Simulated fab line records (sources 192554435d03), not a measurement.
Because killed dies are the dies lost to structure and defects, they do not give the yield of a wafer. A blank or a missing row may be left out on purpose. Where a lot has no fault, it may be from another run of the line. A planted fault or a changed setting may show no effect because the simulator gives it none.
Matching of chambers	flow n5 finfet	N5_GATE_CUT_ETCH_58 on rie diel-06 has 4 sister chambers
The step etches SiNx in CH3F/O2, target depth 17 nm, time 128.6 s. 8 wafers are shown with their chamber, then 7 later ones without.

WAFERS, EACH WITH ITS CHAMBER
wafer	chamber	showerhead plenum p Torr (Torr)	throttle valve pct (%)
L084.4	2	1.91	16.8
L084.6	3	2.04	15.7
L092.5	0	2.12	16.1
L094.1	0	2.12	16.1
L094.2	1	2.05	16.0
L094.3	2	1.91	16.9
L095.2	1	2.05	16.0
L095.4	3	2.03	15.7

WAFERS WITH NO CHAMBER GIVEN
wafer	showerhead plenum p Torr (Torr)	throttle valve pct (%)
L095.6	2.04	16.0
L096.3	2.11	16.1
L096.4	1.91	16.9
L096.5	2.11	16.1
L097.4	2.03	15.7
L097.5	1.91	16.9
L097.6	2.03	15.7

CHAMBER TAKEN BY EACH
wafer	from the rows above	in truth
L095.6	1	1
L096.3	0	0
L096.4	2	2
L096.5	0	0
L097.4	3	3
L097.5	2	2
L097.6	3	3
Correctly placed: 7 of 7. Number that these rows cannot place: 0. Placed wrongly: 0.
How it was worked out, from the rows above alone: a wafer's distance from a chamber is the root of the sum, over the readings, of the square of ((its reading less the chamber's mean) divided by the reading's scatter). The wafer belongs to the nearest chamber; if the next one is less than 2 further off, it can't be placed. For every chamber, the mean is computed from those of its wafers that are shown. How the scatter is found: for the shown wafers, subtract from each reading the mean of its chamber, square and add these, divide the total by (wafers less chambers), then take the root.
